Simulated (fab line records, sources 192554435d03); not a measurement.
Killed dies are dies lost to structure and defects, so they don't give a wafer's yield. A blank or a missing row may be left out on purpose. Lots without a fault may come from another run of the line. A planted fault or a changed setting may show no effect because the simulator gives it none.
Which tool did it? | flow n5_finfet | 9 lots, 27 wafers sampled, at 6 steps of a route of 1938

WHAT THE GAUGES READ, wafer by wafer
N5_PMOS_HMC_CHANNEL_EPI_CD_MEAS_09: target cd 237.4 nm. Usual: cd_nm 237.6 nm, standard deviation 0.94.
lot  | measured    | on        | cd_nm (nm)        | flag
L738 | day 2 05:55 | cd_sem-02 | 239.1 238.8 237.9 |
L741 | day 2 23:26 | cd_sem-02 | 236.7 237.7 237.2 |
L743 | day 3 11:19 | cd_sem-01 | 237.6 237.0 237.8 |
L745 | day 4 00:24 | cd_sem-02 | 237.0 237.7 237.2 |
L747 | day 4 12:25 | cd_sem-03 | 237.3 236.0 235.9 |
L749 | day 4 22:50 | cd_sem-03 | 237.5 237.7 237.2 |
L753 | day 5 23:44 | cd_sem-02 | 225.5 224.7 224.2 | OFF
L754 | day 6 05:20 | cd_sem-01 | 229.6 229.8 228.4 | OFF
L758 | day 7 05:10 | cd_sem-01 | 235.8 236.6 235.9 |

N5_BEOL_M4_RC_MEAS_101. Usual: DIBL_N 35.8 mV/V, standard deviation 1.6; DIBL_P 36.0 mV/V, standard deviation 2.1; IOFF_N 0.153 nA/um, standard deviation 0.026; IOFF_P 0.21 nA/um, standard deviation 0.037; ION_N 673 uA/um, standard deviation 11; ION_P 462 uA/um, standard deviation 7.6; SS_N 71.4 mV/dec, standard deviation 0.53; SS_P 73.2 mV/dec, standard deviation 0.67; VT_N 250 mV, standard deviation 3.2; VT_P -250 mV, standard deviation 3.7.
lot  | measured     | on        | DIBL_N (mV/V)  | DIBL_P (mV/V)  | IOFF_N (nA/um)    | IOFF_P (nA/um) | ION_N (uA/um) | ION_P (uA/um) | SS_N (mV/dec)  | SS_P (mV/dec)  | VT_N (mV)   | VT_P (mV)      | flag
L738 | day 8 23:57  | prober-01 | 36.7 37.7 35.7 | 38.9 40.2 37.7 | 0.176 0.201 0.146 | 0.28 0.32 0.26 | 693 682 673   | 472 477 470   | 71.4 72.1 71.0 | 74.1 74.1 73.2 | 250 246 252 | -243 -240 -244 |
L741 | day 9 06:33  | prober-02 | 34.5 33.6 33.7 | 35.5 34.5 34.1 | 0.142 0.126 0.124 | 0.20 0.17 0.17 | 675 665 670   | 468 452 447   | 71.3 71.1 71.2 | 72.8 72.9 72.5 | 251 250 252 | -250 -254 -252 |
L743 | day 9 15:46  | prober-01 | 33.7 33.4 31.5 | 33.4 32.9 30.3 | 0.121 0.111 0.091 | 0.17 0.15 0.13 | 658 653 647   | 458 450 445   | 70.6 70.4 70.2 | 72.8 72.2 72.0 | 253 254 256 | -255 -253 -257 |
L745 | day 10 08:57 | prober-01 | 35.2 35.3 36.4 | 35.2 35.7 37.6 | 0.136 0.153 0.168 | 0.18 0.20 0.22 | 671 688 688   | 462 468 469   | 71.4 70.8 71.9 | 73.4 72.8 72.6 | 250 249 246 | -252 -249 -248 |
L747 | day 11 05:25 | prober-01 | 35.2 37.1 36.0 | 36.0 39.2 37.5 | 0.160 0.186 0.160 | 0.18 0.24 0.22 | 670 670 675   | 455 452 460   | 71.9 71.4 71.9 | 73.3 74.0 73.7 | 251 246 249 | -252 -250 -251 |
L749 | day 11 11:49 | prober-01 | 34.2 34.2 35.0 | 35.2 34.9 35.9 | 0.139 0.136 0.168 | 0.20 0.21 0.23 | 672 676 678   | 467 472 466   | 71.2 71.8 71.3 | 72.5 72.8 73.4 | 252 253 247 | -251 -248 -249 |
L753 | day 12 11:53 | prober-01 | 35.1 35.1 37.1 | 36.0 35.8 38.2 | 0.145 0.148 0.178 | 0.19 0.19 0.22 | 665 671 678   | 459 458 460   | 70.7 71.4 72.4 | 73.7 72.8 74.1 | 251 249 249 | -252 -250 -252 |
L754 | day 12 10:37 | prober-02 | 35.1 35.8 32.7 | 34.1 34.5 30.9 | 0.127 0.131 0.093 | 0.16 0.16 0.12 | 657 661 662   | 454 452 448   | 71.6 71.3 70.3 | 72.5 72.6 71.9 | 253 254 259 | -257 -257 -255 |
L758 | day 13 14:36 | prober-01 | 33.2 34.2 37.3 | 32.0 32.8 37.4 | 0.110 0.118 0.188 | 0.15 0.15 0.24 | 664 667 685   | 457 458 467   | 70.9 71.0 71.0 | 71.6 72.4 73.3 | 256 253 246 | -254 -256 -250 |

WHICH TOOL RAN EACH LOT (tool, then ch and the chambers of the sampled wafers, then the start)
lot  | N5_ZERO_LAYER_PECVD_02         | N5_PMOS_HMC_CHANNEL_EPI_EXPOSE_06 | N5_FIN_SAQP_PECVD_48           | N5_FIN_SAQP_PECVD_06
L738 | pecvd-02 ch 0,2, day 2 00:17   | arfi_scanner-01 ch 0, day 2 05:48 | pecvd-03 ch 1,2, day 2 10:24   | pecvd-03 ch 1,2, day 2 10:26
L741 | pecvd-02 ch 0,1, day 2 18:18   | arfi_scanner-03 ch 0, day 2 23:19 | pecvd-02 ch 0,1, day 3 03:30   | pecvd-02 ch 0,1, day 3 03:32
L743 | pecvd-02 ch 0,1,2, day 3 06:17 | arfi_scanner-02 ch 0, day 3 11:11 | pecvd-02 ch 1,2, day 3 14:58   | pecvd-02 ch 1,2, day 3 15:00
L745 | pecvd-04 ch 0,1,2, day 3 18:17 | arfi_scanner-02 ch 0, day 4 00:17 | pecvd-02 ch 0,1, day 4 03:58   | pecvd-02 ch 0,1, day 4 04:01
L747 | pecvd-04 ch 0,1, day 4 06:17   | arfi_scanner-02 ch 0, day 4 12:17 | pecvd-02 ch 0,2, day 4 17:35   | pecvd-02 ch 0,2, day 4 17:38
L749 | pecvd-02 ch 0,2, day 4 18:17   | arfi_scanner-03 ch 0, day 4 22:43 | pecvd-04 ch 0,1,2, day 5 05:17 | pecvd-04 ch 0,1,2, day 5 05:20
L753 | pecvd-02 ch 1,2, day 5 18:23   | arfi_scanner-02 ch 0, day 5 23:36 | pecvd-03 ch 0,1,2, day 6 03:46 | pecvd-03 ch 0,1,2, day 6 03:47
L754 | pecvd-04 ch 0,2, day 6 00:17   | arfi_scanner-02 ch 0, day 6 05:13 | pecvd-03 ch 0,1,2, day 6 09:37 | pecvd-03 ch 0,1,2, day 6 09:40
L758 | pecvd-01 ch 0,1,2, day 7 00:19 | arfi_scanner-01 ch 0, day 7 05:04 | pecvd-04 ch 0,1,2, day 7 09:14 | pecvd-04 ch 0,1,2, day 7 09:17
- N5_ZERO_LAYER_PECVD_02: deposits SiO2 from SiH4/N2O, target thk 10 nm, time 6 s.
- N5_PMOS_HMC_CHANNEL_EPI_EXPOSE_06: exposes mask PMOS HMC BLK, target cd 240 nm.
- N5_FIN_SAQP_PECVD_48: deposits SiNx from SiH4/NH3/N2, target thk 25 nm, time 22.1 s.
- N5_FIN_SAQP_PECVD_06: deposits a-Si from SiH4/He, target thk 60 nm, time 48.1 s.

WHAT THE TOOLS THEMSELVES READ (means of the sampled wafers that have a number; where no wafer has one, the mark that the record gives instead)
N5_ZERO_LAYER_PECVD_02. Usual: heater_power_w 783 W, standard deviation 120; showerhead_plenum_p_Torr 8.18 Torr, standard deviation 0.12.
lot  | tool     | heater_power_w (W) | showerhead_plenum_p_Torr (Torr) | flag
L738 | pecvd-02 | 921                | 8.23                            |
L741 | pecvd-02 | 826                | 8.23                            |
L743 | pecvd-02 | 794                | 8.21                            |
L745 | pecvd-04 | 759                | 8.16                            |
L747 | pecvd-04 | 848                | 8.25                            |
L749 | pecvd-02 | 971                | 8.22                            |
L753 | pecvd-02 | 693                | 8.18                            |
L754 | pecvd-04 | 735                | 8.06                            |
L758 | pecvd-01 | 700                | 8.16                            |

N5_PMOS_HMC_CHANNEL_EPI_EXPOSE_06. Usual: exposure_dose_mJ_cm2 40.97, standard deviation 0.046.
lot  | tool            | exposure_dose_mJ_cm2 | flag
L738 | arfi_scanner-01 | 40.96                |
L741 | arfi_scanner-03 | 40.95                |
L743 | arfi_scanner-02 | 41.03                |
L745 | arfi_scanner-02 | 41.01                |
L747 | arfi_scanner-02 | 40.99                |
L749 | arfi_scanner-03 | 40.92                |
L753 | arfi_scanner-02 | 35.67                | OFF
L754 | arfi_scanner-02 | 36.68                | OFF
L758 | arfi_scanner-01 | 41.03                |

N5_FIN_SAQP_PECVD_48. Usual: heater_power_w 786 W, standard deviation 120; showerhead_plenum_p_Torr 5.17 Torr, standard deviation 0.07; throttle_valve_pct 39.9 %, standard deviation 1.9.
lot  | tool     | heater_power_w (W) | showerhead_plenum_p_Torr (Torr) | throttle_valve_pct (%) | flag
L738 | pecvd-03 | 755                | 5.17                            | 40.9                   |
L741 | pecvd-02 | 752                | 5.18                            | 41.7                   |
L743 | pecvd-02 | 718                | 5.15                            | 39.8                   |
L745 | pecvd-02 | 926                | 5.20                            | 40.3                   |
L747 | pecvd-02 | 869                | 5.18                            | 39.0                   |
L749 | pecvd-04 | 813                | 5.15                            | 38.8                   |
L753 | pecvd-03 | 773                | 5.23                            | 41.1                   |
L754 | pecvd-03 | 795                | 5.23                            | 41.0                   |
L758 | pecvd-04 | 816                | 5.15                            | 38.9                   |

N5_FIN_SAQP_PECVD_06. Usual: heater_power_w 864 W, standard deviation 110; showerhead_plenum_p_Torr 5.69 Torr, standard deviation 0.053; throttle_valve_pct 18.2 %, standard deviation 0.86.
lot  | tool     | heater_power_w (W) | showerhead_plenum_p_Torr (Torr) | throttle_valve_pct (%) | flag
L738 | pecvd-03 | 881                | 5.69                            | 18.6                   |
L741 | pecvd-02 | 869                | 5.71                            | 18.9                   |
L743 | pecvd-02 | 733                | 5.67                            | 18.1                   |
L745 | pecvd-02 | 947                | 5.71                            | 18.6                   |
L747 | pecvd-02 | 930                | 5.70                            | 17.8                   |
L749 | pecvd-04 | 840                | 5.68                            | 17.7                   |
L753 | pecvd-03 | 888                | 5.73                            | 18.7                   |
L754 | pecvd-03 | 882                | 5.73                            | 18.7                   |
L758 | pecvd-04 | 879                | 5.67                            | 17.9                   |

THE ANSWER, worked out from the rows above alone
Rule: a lot is off if the mean of its wafers that have a number lies more than 3 standard deviations from the usual mean. A lot without any number at a reading at which 4 lots or more have one is off too. The other lots that the step has rows for count as sound. The gauges are gone through in route order, then the tools' own readings, and for those a lot's mean is taken as printed above. The first step at which some lot is off is used, and at that step the reading that is off furthest; a lot without a number counts as furthest.
Off: L753, L754, at N5_PMOS_HMC_CHANNEL_EPI_CD_MEAS_09 (cd_nm).
A tool fits if, at a process step before that reading, it ran every lot that is off, and no sound lot after the first of them. The gauges at N5_PMOS_HMC_CHANNEL_EPI_CD_MEAS_09 aren't tried: what is off there is off at N5_PMOS_HMC_CHANNEL_EPI_EXPOSE_06 too, on other tools, and a gauge's error can't cause that. One fits: arfi_scanner-02 at N5_PMOS_HMC_CHANNEL_EPI_EXPOSE_06. Its last sound lot is L747 (day 4 12:17), its first lot that is off L753 (day 5 23:36): a fault that began between those two fits.
The tool's own readings at N5_PMOS_HMC_CHANNEL_EPI_EXPOSE_06 bear it out: on the lots that are off they differ by more than 5 times the standard deviation of the sound lots' means. exposure_dose_mJ_cm2 reads 36.17 there against 40.98 on the sound lots.

WHAT THE SIMULATOR HAD PUT IN
Process parameter drift: arfi_scanner-02, from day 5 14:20 on, at N5_PMOS_HMC_CHANNEL_EPI_EXPOSE_06. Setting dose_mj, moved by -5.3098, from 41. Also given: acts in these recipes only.
Lots struck among those shown: L753, L754. The rule above found the same.
